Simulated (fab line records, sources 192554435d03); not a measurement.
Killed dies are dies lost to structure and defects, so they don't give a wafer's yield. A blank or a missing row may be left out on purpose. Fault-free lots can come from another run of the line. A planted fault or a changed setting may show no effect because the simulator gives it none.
Chamber matching	flow n5-finfet	3 sister chambers for N5_BEOL_M10_CURE_72 on uv-cure-01
The step cures SiCOH lowk, time 120 s. 16 wafers are shown with their chamber, then 8 later ones without.

## EACH WAFER AND ITS CHAMBER
wafer	chamber	wafer_temp_C_max	lamp-power-pct (%)
L075.2	1	371.8	52.36
L075.4	1	372.2	52.32
L075.6	1	372.3	52.38
L076.1	0	372.0	52.31
L076.4	0	371.2	52.31
L076.6	0	371.2	52.22
L078.1	0	371.9	52.34
L078.3	0	371.8	52.41
L078.4	0	371.4	52.34
L092.2	2	372.1	52.31
L092.3	2	372.9	52.27
L092.4	2	371.9	52.23
L089.2	2	372.1	52.32
L089.4	2	371.8	52.32
L089.5	2	372.2	52.38
L093.3	0	372.0	52.29

SIGNATURES (means of the wafers above)
reading	chamber 0	chamber 1	chamber 2	scatter within a chamber
wafer_temp_C_max	371.643	372.100	372.167	0.361
lamp-power-pct	52.3171	52.3533	52.3050	0.0517
Rule: for a wafer and a chamber, the distance is found by dividing, reading by reading, the gap between the wafer's reading and the chamber's mean by the reading's scatter, squaring, summing and taking the root. The wafer belongs to the nearest chamber; if the next one is less than 2 further off, it can't be placed. The scatter: take each reading less its chamber's mean, square it, sum over the shown wafers, divide by the number of wafers less the number of chambers, and take the root.

## WAFERS WITH NO CHAMBER GIVEN
wafer	wafer_temp_C_max	lamp-power-pct (%)
L093.5	371.6	52.32
L093.6	371.0	52.27
L097.1	371.9	52.33
L097.2	371.1	52.33
L097.6	372.0	52.32
L096.1	372.6	52.38
L096.3	372.9	52.30
L096.6	372.2	52.31

## THE CHAMBER EACH PASSED THROUGH
wafer	from the rows above	in truth
L093.5	can't be placed: 0 or 1 or 2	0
L093.6	can't be placed: 0 or 2 or 1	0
L097.1	can't be placed: 1 or 0 or 2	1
L097.2	can't be placed: 0 or 1 or 2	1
L097.6	can't be placed: 2 or 1 or 0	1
L096.1	can't be placed: 1 or 2 or 0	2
L096.3	can't be placed: 2 or 1 or 0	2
L096.6	can't be placed: 2 or 1 or 0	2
Placed correctly: 0 of 8. Unplaceable from these rows: 8, with the true chamber sitting among the candidates in 8. Number placed wrongly: 0.
